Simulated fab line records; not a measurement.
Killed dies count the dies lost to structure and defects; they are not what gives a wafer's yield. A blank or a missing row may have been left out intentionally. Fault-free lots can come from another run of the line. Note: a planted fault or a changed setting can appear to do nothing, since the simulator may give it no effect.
fab line records	flow n5Finfet
record lots=10	wafers=30	lastDay=17
route steps=1938 shown BEOL_M8@1376 PASSIVATION@1936
lots untouched by any fault: they come from a run of this same line in which no faults occurred
startH: the number of hours between the record's first day and the start of the first shown wafer of the lot	waitH: time in hours since the lot's previous step	" same as the row above	L1.1+2: several wafers, shown together as one row	- no value, or no start was given	* or withheld: withheld	< > ~ a bound
route shown NAME@n: a module of which the file shows steps, and the number in the route of the first	usual: the fault-free wafers' mean and standard deviation	same: alike in all rows	chamber/n: place in a boat	sites: readings site by site	_std_site: their standard deviation	_edge_site: outer sites' mean less inner sites'	radiusMm: how far each site lies from the wafer's centre	mask NAME#n: copy n	behind: the most recent tool/chamber to have shaped the wafer	hold: what put the lot on hold/how long, in hours/how the hold closed	device: the n, p or np transistor that did not switch	end of line: tests run on the same wafers once the route is complete	step lacking rows: just its recipe	killed: the dies lost at the first sort to structure and to defects; this is not the yield of the wafer	map: dies across one wafer; x = killed, . = not, _ = none there
set.NAME: the run value of the setting; set.NAME@STEP: its run value at that earlier step	model.NAME: the simulator's own value behind a step, which no gauge read
a sample of lots followed through the steps of the route, with each step as a table and each wafer as a row
services: when a tool's chamber went out of use (startH, in hours from the record's first day, below 0 if earlier), for how many hours, and the reason
## steps
# step N5_BEOL_M8_STRIP_36
# recipe chemistry=N2/H2	powerW=450	tempC=40	pressureMtorr=20	rfFrequencyHz=6e+07	overashFraction=0.3	biasPowerW=7	h2Frac=0.5	n2FlowSccm=200	h2FlowSccm=200
# usual drypumpMotorCurrentA=5.8/0.55	h2FlowSccm=200.0/0.61	oesProductAu=0.77/0.07	rfVppV=59.2/1.5	showerheadPlenumPTorr=2.51/0.073	throttleValvePct=23.7/0.35
# same overashFraction=0.3
lot.wafer	tool	chamber	startH	waitH	drypumpMotorCurrentA	h2FlowSccm	oesProductAu	rfHoursCounterH	rfVppV	showerheadPlenumPTorr	throttleValvePct
L424.1	rieDiel-01	1	215.93	0.0	5.5	201.2	0.81	85	59.9	2.57	23.3
L424.4	"	2	"	"	5.1	200.6	0.79	108	63.7	2.46	23.5
L424.5	"	2	"	"	5.1	199.6	0.78	-	59.0	2.46	23.5
L425.3	rieDiel-02	1	228.53	0.0	6.6	200.6	0.72	182	60.0	2.53	24.1
L425.5	"	1	"	"	6.6	200.6	0.72	-	59.1	2.53	24.1
L425.6	"	2	"	"	5.9	200.7	0.74	-	59.3	2.62	23.5
L426.1	rieDiel-01	1	251.18	0.0	5.4	200.7	0.79	93	58.6	2.57	23.3
L426.2	"	2	"	"	5.1	199.8	0.76	116	60.4	2.45	23.5
L426.5	"	3	"	"	6.3	199.2	0.81	-	58.5	2.58	23.4
L429.1	rieDiel-02	2	257.09	0.0	5.8	199.8	0.74	204	59.8	2.62	23.5
L429.3	"	1	"	"	6.6	200.3	0.71	194	61.9	2.52	24.1
L429.6	"	2	"	"	5.8	198.6	0.73	-	58.3	2.62	23.6
L431.1	rieDiel-04	0	264.06	0.0	6.8	199.7	0.69	229	58.4	2.38	23.8
L431.2	"	3	"	"	5.3	200.7	0.74	196	60.5	2.42	24.0
L431.6	"	3	"	"	5.3	199.6	0.74	-	58.2	2.42	24.0
L432.1	rieDiel-01	1	264.56	0.0	5.4	199.6	0.79	97	59.9	2.56	23.3
L432.4	"	3	"	"	6.3	199.3	0.80	88	59.3	2.57	23.4
L432.5	"	3	"	"	6.2	199.3	0.78	-	59.0	2.57	23.4
L433.1	rieDiel-04	2	266.87	0.0	6.2	200.2	0.83	78	59.3	2.46	23.3
L433.3	"	3	"	"	5.3	200.3	0.73	197	56.8	2.42	24.0
L433.6	"	2	"	"	6.2	200.2	0.82	-	58.1	2.46	23.3
L439.1	rieDiel-04	1	309.49	0.0	6.0	200.2	0.96	8	59.4	2.50	23.9
L439.2	"	3	"	"	5.3	200.2	0.73	215	57.2	2.42	24.0
L439.4	"	0	"	"	6.8	200.4	0.68	247	57.8	2.38	23.8
L440.1	rieDiel-01	2	314.71	0.0	5.2	201.2	0.75	136	57.9	2.45	23.6
L440.2	"	0	"	"	5.3	200.6	0.83	89	59.3	2.54	23.2
L440.3	"	3	"	"	6.3	199.8	0.77	104	58.2	2.57	23.4
L444.1	rieDiel-02	0	341.51	0.0	5.6	199.0	0.86	37	57.5	2.60	23.8
L444.3	"	2	"	"	5.8	200.9	0.72	234	60.0	2.60	23.6
L444.4	"	1	"	"	6.6	199.6	0.70	225	58.7	2.51	24.1
# step N5_BEOL_M8_TRENCH_ETCH_37
# recipe chemistry=C4F6/O2	targetDepthA=934.78	target=SiCOH_lowk	timeS=31.2	ionEnergyEv=250	pressureMtorr=30	sourceW=345	biasW=185	Ar_flow_sccm=300	C4F6_flow_sccm=10	O2_flow_sccm=10
# usual C4F6_flow_sccm=10.00/0.031	drypumpMotorCurrentA=5.8/0.55	oes_o_777_au=0.77/0.072	oesProductAu=0.77/0.07	rfVppV=663/12	showerheadPlenumPTorr=2.82/0.081	throttleValvePct=21.00/0.27
lot.wafer	tool	chamber	startH	waitH	C4F6_flow_sccm	drypumpMotorCurrentA	oes_o_777_au	oesProductAu	rfHoursCounterH	rfVppV	showerheadPlenumPTorr	throttleValvePct
L424.1	rieDiel-01	1	-	-	10.04	5.4	0.81	0.79	85	665	2.91	20.92
L424.4	"	2	"	"	9.99	5.1	0.77	0.78	108	684	2.75	20.91
L424.5	"	2	"	"	10.00	5.1	0.76	0.78	-	682	2.75	20.90
L425.3	rieDiel-02	1	-	-	10.05	6.6	0.69	0.71	182	672	2.83	21.22
L425.5	"	1	"	"	9.96	6.6	0.69	0.72	-	674	2.83	21.23
L425.6	"	2	"	"	10.00	5.8	0.75	0.74	-	671	2.94	20.94
L426.1	rieDiel-01	1	-	-	10.01	5.4	0.80	0.80	93	664	2.90	20.95
L426.2	"	2	"	"	10.03	5.1	0.76	0.76	116	684	2.75	20.90
L426.5	"	3	"	"	9.96	6.2	0.75	0.79	-	655	2.88	20.53
L429.1	rieDiel-02	2	-	-	10.00	5.8	0.73	0.72	204	673	2.93	20.97
L429.3	"	1	"	"	10.02	6.6	0.68	0.70	194	673	2.83	21.24
L429.6	"	2	"	"	9.98	5.8	0.73	0.72	-	671	2.93	20.95
L431.1	rieDiel-04	0	-	-	10.02	6.8	0.71	0.70	229	671	2.70	21.33
L431.2	"	3	"	"	10.03	5.3	0.74	0.72	196	669	2.73	21.19
L431.6	"	3	"	"	9.93	5.3	0.75	0.73	-	669	2.73	21.18
L432.1	rieDiel-01	1	-	-	9.97	5.5	0.79	0.79	97	666	2.90	20.97
L432.4	"	3	"	"	9.97	6.3	0.75	0.78	88	657	2.88	20.53
L432.5	"	3	"	"	10.00	6.3	0.75	0.77	-	657	2.88	20.53
L433.1	rieDiel-04	2	-	-	10.04	6.2	0.83	0.83	78	648	2.74	20.59
L433.3	"	3	"	"	10.02	5.3	0.75	0.72	197	669	2.73	21.19
L433.6	"	2	"	"	10.00	6.1	0.83	0.82	-	648	2.75	20.58
L439.1	rieDiel-04	1	-	-	10.02	6.0	0.97	0.95	8	673	2.79	20.96
L439.2	"	3	"	"	9.98	5.3	0.73	0.72	215	668	2.72	21.22
L439.4	"	0	"	"	10.05	6.8	0.69	0.68	247	671	2.69	21.34
L440.1	rieDiel-01	2	-	-	9.95	5.1	0.74	0.75	136	683	2.74	20.95
L440.2	"	0	"	"	10.02	5.3	0.82	0.80	89	647	2.88	21.04
L440.3	"	3	"	"	10.02	6.2	0.73	0.76	104	655	2.87	20.54
L444.1	rieDiel-02	0	-	-	10.00	5.6	0.85	0.85	37	655	2.89	20.88
L444.3	"	2	"	"	10.07	5.8	0.71	0.71	234	673	2.92	21.02
L444.4	"	1	"	"	9.98	6.6	0.66	0.68	225	672	2.81	21.29
# step N5_BEOL_M8_ALD_77
# recipe material=TaN	targetThkA=20	tempC=275	aldPrecursorFamily=PDMAT	aldCoReactant=NH3	pressureTorr=3	carrierFlowSccm=1500	pulseTimeS=2	purgeTimeS=3	coReactantPurgeTimeS=2	coReactantPulseTimeS=3	aldCycles=40	precursorVesselTempC=75	precursorVesselPressureTorr=26.25	precursorVesselCarrierSccm=1000
# usual aldCycles=40/0	heaterPowerW=412/58
# same pulseTimeS=2	purgeTimeS=3
lot.wafer	tool	chamber	startH	waitH	aldCycles	heaterPowerW
L424.1	aldMetal-01	2	217.06	0.2	40	410
L424.4	"	1	"	"	40	395
L424.5	"	3	"	"	40	299
L425.3	aldMetal-03	0	229.37	0.0	40	379
L425.5	"	3	"	"	40	390
L425.6	"	2	"	"	40	327
L426.1	aldMetal-04	1	252.09	0.1	40	444
L426.2	"	0	"	"	40	415
L426.5	"	2	"	"	40	494
L429.1	aldMetal-03	0	258.41	0.0	40	377
L429.3	"	3	"	"	40	396
L429.6	"	0	"	"	40	360
L431.1	aldMetal-01	0	265.35	0.0	40	438
L431.2	"	1	"	"	40	395
L431.6	"	3	"	"	40	301
L432.1	aldMetal-03	1	265.43	0.0	40	400
L432.4	"	3	"	"	40	395
L432.5	"	1	"	"	40	379
L433.1	aldMetal-04	0	267.87	0.0	40	417
L433.3	"	1	"	"	40	441
L433.6	"	1	"	"	40	449
L439.1	aldMetal-04	0	310.44	0.0	31	420
L439.2	"	3	"	"	40	483
L439.4	"	1	"	"	40	442
L440.1	aldMetal-04	3	316.70	0.1	31	494
L440.2	"	2	"	"	40	486
L440.3	"	0	"	"	40	420
L444.1	aldMetal-03	2	342.68	0.0	40	318
L444.3	"	1	"	"	40	388
L444.4	"	0	"	"	40	368
# step N5_BEOL_M8_SURFACE_TREAT_79
# recipe gas=Ar	timeS=*	ionEnergyEv=*	ionCurrentMaCm2=0.5	pressureMtorr=*	arFlowSccm=30
# usual throttleValvePct=*
lot.wafer	tool	chamber	startH	waitH	throttleValvePct
L424.1	pvdSputter-02	-	217.35	0.2	*
L424.4	"	-	"	"	*
L424.5	"	-	"	"	*
L425.3	pvdSputter-03	-	229.66	0.2	*
L425.5	"	-	"	"	*
L425.6	"	-	"	"	*
L426.1	pvdSputter-02	-	252.45	0.2	*
L426.2	"	-	"	"	*
L426.5	"	-	"	"	*
L429.1	pvdSputter-01	-	258.92	0.4	*
L429.3	"	-	"	"	*
L429.6	"	-	"	"	*
L431.1	pvdSputter-03	-	266.04	0.6	*
L431.2	"	-	"	"	*
L431.6	"	-	"	"	*
L432.1	pvdSputter-03	-	266.08	0.5	*
L432.4	"	-	"	"	*
L432.5	"	-	"	"	*
L433.1	pvdSputter-02	-	268.16	0.2	*
L433.3	"	-	"	"	*
L433.6	"	-	"	"	*
L439.1	pvdSputter-03	-	310.82	0.2	*
L439.2	"	-	"	"	*
L439.4	"	-	"	"	*
L440.1	pvdSputter-03	-	317.31	0.5	*
L440.2	"	-	"	"	*
L440.3	"	-	"	"	*
L444.1	pvdSputter-03	-	343.99	1.2	*
L444.3	"	-	"	"	*
L444.4	"	-	"	"	*
# step N5_PASSIVATION_PROBE_49
# usual defectLimitedYield=91.3/1.4	killed_at_M0_to_M3=36/11	killed_at_M4_up=13/5.2	killedAtContacts=13/6.5	killedAtFrontEnd=37/11	killedAtOther=3.6/2.9	killedDies=103/17	killedOnRim=13/3.6	killedOpen=68/12	killedShort=33/7.3	sort_bin_4_leakage=0.01/0.039	sort_bin_5_function=5.2/0.91	sort_bin_6_memory=3.2/0.67	sort_bin_8_speed=0.00/0.0099	sortNPass=1077/17	sortYieldPct=91.3/1.4
# same grossDies=1180	killedAtBackSide=0
lot.wafer	tool	chamber	startH	waitH	defectLimitedYield[%]	killed_at_M0_to_M3	killed_at_M4_up	killedAtContacts	killedAtFrontEnd	killedAtOther	killedDies	killedOnRim	killedOpen	killedShort	sort_bin_4_leakage[%]	sort_bin_5_function[%]	sort_bin_6_memory[%]	sort_bin_8_speed[%]	sortNPass	sortYieldPct[%]
L424.1	prober-02	-	284.32	0.0	91.5	33	10	25	31	1	100	14	61	38	0	5.1	3.1	0	1080	91.5
L424.4	prober-02	-	284.47	0.2	91.8	41	16	13	26	1	97	13	66	31	0	4.9	2.8	0	1083	91.8
L424.5	prober-02	-	284.52	0.2	91.3	40	25	11	26	1	103	11	66	34	0	4.4	4.0	0	1077	91.3
L425.3	prober-01	-	294.87	0.1	91.2	43	14	21	25	1	104	13	70	34	0	4.6	3.9	0	1076	91.2
L425.5	prober-01	-	294.97	0.2	92.8	45	7	12	18	3	85	11	64	21	0	4.2	2.8	0	1095	92.8
L425.6	prober-01	-	295.02	0.3	91.3	44	8	15	30	6	103	13	67	36	0	5.4	3.1	0	1077	91.3
L426.1	prober-01	-	319.80	0.0	93.2	33	8	6	32	1	80	11	55	25	0	3.9	2.4	0	1100	93.2
L426.2	prober-01	-	319.85	0.1	93.7	33	13	11	17	0	74	13	49	25	0	4.0	2.2	0	1106	93.7
L426.5	prober-01	-	320.00	0.2	92.7	27	16	4	38	1	86	12	56	30	0	3.6	3.1	0	1094	92.7
L429.1	prober-01	-	323.32	0.0	93.7	27	11	10	20	6	74	4	50	24	0	3.6	2.5	0	1106	93.7
L429.3	prober-01	-	323.42	0.1	90.1	33	17	14	50	3	117	20	83	33	0	6.1	3.6	0	1063	90.1
L429.6	prober-01	-	323.57	0.3	92.1	20	11	16	46	0	93	13	55	37	0	5.0	2.5	0	1087	92.1
L431.1	prober-01	-	332.93	0.0	89.7	58	7	11	37	9	122	14	77	44	0	6.4	3.6	0	1058	89.7
L431.2	prober-01	-	332.98	0.1	90.2	35	12	11	55	3	116	17	79	37	0	5.8	3.7	0	1064	90.2
L431.6	prober-01	-	333.18	0.3	89.4	44	6	26	41	8	125	12	75	50	0.08	6.6	3.9	0	1054	89.3
L433.1	prober-01	-	337.46	0.0	91.4	43	13	23	18	5	102	10	66	36	0	4.8	3.3	0	1078	91.4
L433.3	prober-01	-	337.56	0.1	92.3	30	10	8	33	10	91	13	53	37	0	4.7	2.9	0	1089	92.3
L433.6	prober-01	-	337.71	0.3	90.4	36	16	12	47	2	113	9	75	37	0	5.3	3.7	0	1067	90.4
L432.1	prober-01	-	341.32	0.0	87.3	47	7	12	81	3	150	22	99	51	0	7.5	5.1	0	1030	87.3
L432.4	prober-01	-	341.47	0.2	89.6	38	21	5	56	3	123	12	77	45	0	6.2	3.9	0	1057	89.6
L432.5	prober-01	-	341.52	0.2	90.4	46	16	4	36	11	113	16	75	38	0	5.8	3.5	0	1067	90.4
L439.1	prober-01	-	378.28	0.0	94.7	20	6	4	29	3	62	14	43	17	0.08	3.2	1.9	0	1118	94.7
L439.2	prober-01	-	378.33	0.1	91.9	31	13	7	40	5	96	13	63	31	0	5.2	2.7	0.08	1084	91.9
L439.4	prober-01	-	378.43	0.2	91.6	29	17	13	34	6	99	11	67	32	0	5.1	3.2	0	1081	91.6
L440.1	prober-01	-	383.78	0.0	92.9	23	9	19	32	1	84	8	58	24	0.17	3.9	2.9	0	1096	92.9
L440.2	prober-01	-	383.83	0.1	89.9	38	7	33	37	4	119	15	81	32	0	6.2	3.1	0	1061	89.9
L440.3	prober-01	-	383.88	0.1	92.8	20	13	17	35	0	85	10	60	25	0	4.4	2.5	0	1095	92.8
L444.1	prober-01	-	409.90	0.0	87.7	70	10	13	48	4	145	18	93	52	0	6.7	4.8	0	1035	87.7
L444.3	prober-01	-	410.00	0.1	92.5	40	14	3	24	8	89	12	61	28	0	4.7	2.6	0	1091	92.5
L444.4	prober-01	-	410.05	0.2	91.9	35	15	13	25	7	95	4	66	29	0	4.4	3.4	0	1085	91.9
# killed by level:class
L424.1 MOL_CONTACT_COAG:geometricParticle:open=20 FIN_SAQP:geometricParticle:short=8 FIN_SAQP:geometricParticle:open=7 BEOL_M0:geometricParticle:short=6 BEOL_M2:geometricParticle:open=6 MOL_CONTACT_COAG:geometricParticle:short=5 DUMMY_GATE:geometricParticle:open=4 BEOL_M3:geometricParticle:open=4
L424.4 BEOL_M2:geometricParticle:open=15 MOL_CONTACT_COAG:geometricParticle:open=10 BEOL_M0_SAQP:geometricParticle:short=8 BEOL_M0_SAQP:geometricParticle:open=7 GATE_CUT:geometricParticle:open=5 BEOL_M4:geometricParticle:open=5 STI_FIN_REVEAL:geometricParticle:open=4 BEOL_M3:geometricParticle:short=4
L424.5 BEOL_M0_SAQP:geometricParticle:short=13 MOL_CONTACT_COAG:geometricParticle:open=10 BEOL_M0_SAQP:geometricParticle:open=9 BEOL_M2:geometricParticle:open=8 FIN_SAQP:geometricParticle:open=7 BEOL_M4:geometricParticle:open=7 FIN_SAQP:geometricParticle:short=5 BEOL_M7:geometricParticle:open=5
L425.3 MOL_CONTACT_COAG:geometricParticle:open=17 BEOL_M3:geometricParticle:open=10 BEOL_M0_SAQP:geometricParticle:open=9 BEOL_M2:geometricParticle:open=7 FIN_SAQP:geometricParticle:short=6 BEOL_M0_SAQP:geometricParticle:short=6 STARTING-WAFER:geometricParticle:open=5 BEOL_M4:geometricParticle:open=5
L425.5 MOL_CONTACT_COAG:geometricParticle:open=11 BEOL_M2:geometricParticle:open=10 BEOL_M3:geometricParticle:open=9 BEOL_M0:geometricParticle:open=7 BEOL_M0_SAQP:geometricParticle:open=6 BEOL_M0_SAQP:geometricParticle:short=4 STARTING-WAFER:geometricParticle:open=4 STI_FIN_REVEAL:geometricParticle:open=3
L425.6 MOL_CONTACT_COAG:geometricParticle:open=13 BEOL_M0_SAQP:geometricParticle:short=13 BEOL_M3:geometricParticle:open=11 BEOL_M0_SAQP:geometricParticle:open=11 STI_FIN_REVEAL:geometricParticle:open=10 GATE_CUT:geometricParticle:short=5 BEOL_M2:geometricParticle:open=5 PASS1_CAP:geometricParticle:short=4
L426.1 FIN_SAQP:geometricParticle:open=8 BEOL_M0_SAQP:geometricParticle:short=8 MOL_CONTACT_COAG:geometricParticle:open=6 BEOL_M1:geometricParticle:open=6 BEOL_M2:geometricParticle:open=6 BEOL_M3:geometricParticle:open=6 DUMMY_GATE:geometricParticle:open=5 BEOL_M0_SAQP:geometricParticle:open=5
L426.2 BEOL_M0_SAQP:geometricParticle:open=9 MOL_CONTACT_COAG:geometricParticle:open=8 BEOL_M2:geometricParticle:open=8 BEOL_M0_SAQP:geometricParticle:short=6 BEOL_M1:geometricParticle:open=6 GATE_CUT:geometricParticle:short=4 BEOL_M4:geometricParticle:open=4 FIN_SAQP:geometricParticle:short=3
L426.5 STI_FIN_REVEAL:geometricParticle:open=8 BEOL_M4:geometricParticle:open=8 FIN_SAQP:geometricParticle:open=7 FIN_SAQP:geometricParticle:short=6 BEOL_M0_SAQP:geometricParticle:short=6 BEOL_M1:geometricParticle:open=6 BEOL_M2:geometricParticle:open=5 BEOL_M3:geometricParticle:open=5
L429.1 FIN_SAQP:geometricParticle:open=8 BEOL_M0_SAQP:geometricParticle:short=8 MOL_CONTACT_COAG:geometricParticle:open=6 BEOL_M3:geometricParticle:open=6 BEOL_M0_SAQP:geometricParticle:open=5 MOL_CONTACT_COAG:geometricParticle:short=4 BEOL_M2:geometricParticle:open=4 FIN_SAQP:geometricParticle:short=3
L429.3 FIN_SAQP:geometricParticle:open=23 MOL_CONTACT_COAG:geometricParticle:open=13 BEOL_M3:geometricParticle:open=11 BEOL_M2:geometricParticle:open=8 BEOL_M0_SAQP:geometricParticle:short=7 DUMMY_GATE:geometricParticle:open=5 FIN_SAQP:geometricParticle:short=5 BEOL_M4:geometricParticle:short=5
L429.6 FIN_SAQP:geometricParticle:open=18 MOL_CONTACT_COAG:geometricParticle:open=13 FIN_SAQP:geometricParticle:short=9 BEOL_M0_SAQP:geometricParticle:short=6 BEOL_M4:geometricParticle:open=4 STARTING-WAFER:geometricParticle:short=4 FIN_CUT:geometricParticle:short=3 BEOL_M3:geometricParticle:open=3
L431.1 BEOL_M0_SAQP:geometricParticle:open=15 BEOL_M0_SAQP:geometricParticle:short=13 GATE_CUT:geometricParticle:short=10 MOL_CONTACT_COAG:geometricParticle:open=9 BEOL_M2:geometricParticle:open=8 FIN_SAQP:geometricParticle:open=7 BEOL_M3:geometricParticle:open=7 STI_FIN_REVEAL:geometricParticle:open=5
L431.2 STI_FIN_REVEAL:geometricParticle:open=14 MOL_CONTACT_COAG:geometricParticle:open=10 BEOL_M2:geometricParticle:open=9 BEOL_M0_SAQP:geometricParticle:open=8 FIN_SAQP:geometricParticle:short=7 FIN_SAQP:geometricParticle:open=7 STI_FIN_REVEAL:geometricParticle:short=5 BEOL_M5:geometricParticle:open=5
L431.6 MOL_CONTACT_COAG:geometricParticle:open=18 BEOL_M0_SAQP:geometricParticle:short=12 FIN_SAQP:geometricParticle:short=9 BEOL_M0_SAQP:geometricParticle:open=9 FIN_SAQP:geometricParticle:open=8 MOL_CONTACT_COAG:geometricParticle:short=8 STI_FIN_REVEAL:geometricParticle:open=6 BEOL_M1:geometricParticle:open=6
L433.1 MOL_CONTACT_COAG:geometricParticle:open=18 BEOL_M3:geometricParticle:open=10 BEOL_M0_SAQP:geometricParticle:open=8 BEOL_M0_SAQP:geometricParticle:short=7 GATE_CUT:geometricParticle:short=5 MOL_CONTACT_COAG:geometricParticle:short=5 BEOL_M3:geometricParticle:short=5 BEOL_M1:geometricParticle:open=4
L433.3 BEOL_M0_SAQP:geometricParticle:short=12 FIN_SAQP:geometricParticle:open=11 BEOL_M0_SAQP:geometricParticle:open=7 GATE_CUT:geometricParticle:short=6 MOL_CONTACT_COAG:geometricParticle:open=6 BEOL_M3:geometricParticle:open=5 MIM_TOP_ETCH:geometricParticle:short=5 GATE_CUT:geometricParticle:open=4
L433.6 FIN_SAQP:geometricParticle:open=15 BEOL_M4:geometricParticle:open=11 BEOL_M0_SAQP:geometricParticle:open=10 STI_FIN_REVEAL:geometricParticle:open=10 MOL_CONTACT_COAG:geometricParticle:open=8 BEOL_M0_SAQP:geometricParticle:short=7 FIN_SAQP:geometricParticle:short=6 BEOL_M1:geometricParticle:open=6
L432.1 STI_FIN_REVEAL:geometricParticle:open=37 FIN_SAQP:geometricParticle:open=13 BEOL_M0_SAQP:geometricParticle:short=12 BEOL_M0_SAQP:geometricParticle:open=10 BEOL_M2:geometricParticle:open=10 MOL_CONTACT_COAG:geometricParticle:open=9 GATE_CUT:geometricParticle:short=8 STI_FIN_REVEAL:geometricParticle:short=7
L432.4 FIN_SAQP:geometricParticle:short=13 STI_FIN_REVEAL:geometricParticle:open=13 FIN_SAQP:geometricParticle:open=12 BEOL_M4:geometricParticle:open=10 BEOL_M2:geometricParticle:open=9 BEOL_M0_SAQP:geometricParticle:short=8 BEOL_M0_SAQP:geometricParticle:open=7 BEOL_M1:geometricParticle:short=6
L432.5 BEOL_M2:geometricParticle:open=16 STI_FIN_REVEAL:geometricParticle:open=13 FIN_SAQP:geometricParticle:short=7 BEOL_M4:geometricParticle:open=7 BEOL_M2:geometricParticle:short=6 BEOL_M3:geometricParticle:open=6 FIN_SAQP:geometricParticle:open=5 BEOL_M0_SAQP:geometricParticle:open=5
L439.1 BEOL_M1:geometricParticle:open=8 FIN_SAQP:geometricParticle:open=6 STI_FIN_REVEAL:geometricParticle:open=5 DUMMY_GATE:geometricParticle:open=5 BEOL_M0_SAQP:geometricParticle:open=4 FIN_SAQP:geometricParticle:short=3 BEOL_M1:geometricParticle:short=3 BEOL_M3:geometricParticle:open=3
L439.2 BEOL_M0_SAQP:geometricParticle:open=11 STI_FIN_REVEAL:geometricParticle:open=8 MOL_CONTACT_COAG:geometricParticle:open=7 BEOL_M1:geometricParticle:open=7 DUMMY_GATE:geometricParticle:open=6 GATE_CUT:geometricParticle:short=5 BEOL_M0_SAQP:geometricParticle:short=5 FIN_SAQP:geometricParticle:open=4
L439.4 MOL_CONTACT_COAG:geometricParticle:open=11 BEOL_M1:geometricParticle:open=9 BEOL_M3:geometricParticle:open=8 GATE_CUT:geometricParticle:short=7 BEOL_M4:geometricParticle:open=7 STI_FIN_REVEAL:geometricParticle:open=6 BEOL_M0_SAQP:geometricParticle:open=6 FIN_SAQP:geometricParticle:short=5
L440.1 MOL_CONTACT_COAG:geometricParticle:open=17 STI_FIN_REVEAL:geometricParticle:open=8 BEOL_M0_SAQP:geometricParticle:open=6 DUMMY_GATE:geometricParticle:open=5 BEOL_M0_SAQP:geometricParticle:short=4 BEOL_M1:geometricParticle:open=4 FIN_SAQP:geometricParticle:short=3 FIN_SAQP:geometricParticle:open=3
L440.2 MOL_CONTACT_COAG:geometricParticle:open=26 BEOL_M1:geometricParticle:open=11 BEOL_M0_SAQP:geometricParticle:open=9 MOL_CONTACT_COAG:geometricParticle:short=7 BEOL_M0_SAQP:geometricParticle:short=7 STI_FIN_REVEAL:geometricParticle:open=6 HKMG_FIN:areaEtch=6 DUMMY_GATE:geometricParticle:open=5
L440.3 MOL_CONTACT_COAG:geometricParticle:open=14 BEOL_M0_SAQP:geometricParticle:short=7 FIN_SAQP:geometricParticle:open=6 STI_FIN_REVEAL:geometricParticle:open=6 BEOL_M8:geometricParticle:open=5 DUMMY_GATE:geometricParticle:open=4 BEOL_M0_SAQP:geometricParticle:open=4 BEOL_M5:geometricParticle:open=4
L444.1 BEOL_M0_SAQP:geometricParticle:open=26 BEOL_M0_SAQP:geometricParticle:short=16 FIN_SAQP:geometricParticle:open=11 FIN_SAQP:geometricParticle:short=9 MOL_CONTACT_COAG:geometricParticle:open=9 BEOL_M3:geometricParticle:open=9 STI_FIN_REVEAL:geometricParticle:open=6 BEOL_M2:geometricParticle:open=6
L444.3 BEOL_M0_SAQP:geometricParticle:open=13 BEOL_M3:geometricParticle:open=11 BEOL_M0_SAQP:geometricParticle:short=7 BEOL_M1:geometricParticle:open=6 FIN_SAQP:geometricParticle:open=5 BEOL_M4:geometricParticle:open=5 FIN_SAQP:geometricParticle:short=4 GATE_CUT:geometricParticle:short=4
L444.4 MOL_CONTACT_COAG:geometricParticle:open=11 BEOL_M3:geometricParticle:open=10 BEOL_M0_SAQP:geometricParticle:short=8 BEOL_M0_SAQP:geometricParticle:open=7 BEOL_M4:geometricParticle:open=7 STI_FIN_REVEAL:geometricParticle:open=6 FIN_SAQP:geometricParticle:short=5 FIN_SAQP:geometricParticle:open=4
## services
tool	chamber	startH	hours	kind
rieDiel-02	0	211.43	-	clean
rieDiel-02	0	211.43	-	consumableReplace:focusRing
rieDiel-02	0	211.43	15.1	scheduledDown
rieDiel-02	0	211.43	15.1	ventCycle
aldMetal-03	3	224.77	1.5	repair
rieDiel-01	-	226.88	11.4	repair
pvdSputter-02	-	239.55	2.6	repair
rieDiel-02	0	269.78	9.7	repair
aldMetal-03	3	270.75	2.6	repair
rieDiel-01	-	271.78	1.1	repair
rieDiel-04	1	272.31	-	clean
rieDiel-04	1	272.31	-	consumableReplace:focusRing
rieDiel-04	1	272.31	14.9	scheduledDown
rieDiel-04	1	272.31	14.9	ventCycle
aldMetal-03	0	286.11	7.2	repair
rieDiel-02	-	301.01	2.8	pm
aldMetal-01	2	305.26	24.2	repair
pvdSputter-01	-	306.96	5.3	repair
rieDiel-04	0	317.81	-	clean
rieDiel-04	0	317.81	-	consumableReplace:focusRing
rieDiel-04	0	317.81	-	consumableReplace:showerhead
rieDiel-04	0	317.81	13.8	scheduledDown
aldMetal-04	-	337.25	14.0	pm
aldMetal-01	-	342.46	8.7	pm
## key
firstSign step=N5_BEOL_M8_ALD_77	reading=aldCycles	direction=down	sigmas=99+	usual=*	struck=*
effect none on later readings
metAt N5_BEOL_M8_ALD_77
struckLots L439,L440
struckWafers L439.1,L440.1
notActingAt N5_BEOL_M8_STRIP_36,N5_BEOL_M8_TRENCH_ETCH_37,N5_BEOL_M8_SURFACE_TREAT_79
onsetBetween 267.87 310.44
fault kind=processParameterDrift	tool=aldMetal-04	chamber=-	onsetH=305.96	steps=N5_BEOL_M8_ALD_77	channel=aldCycles	offset=*	shape=step	endH=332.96	scope=struckWafersOnly	actsIn=*	stated=*
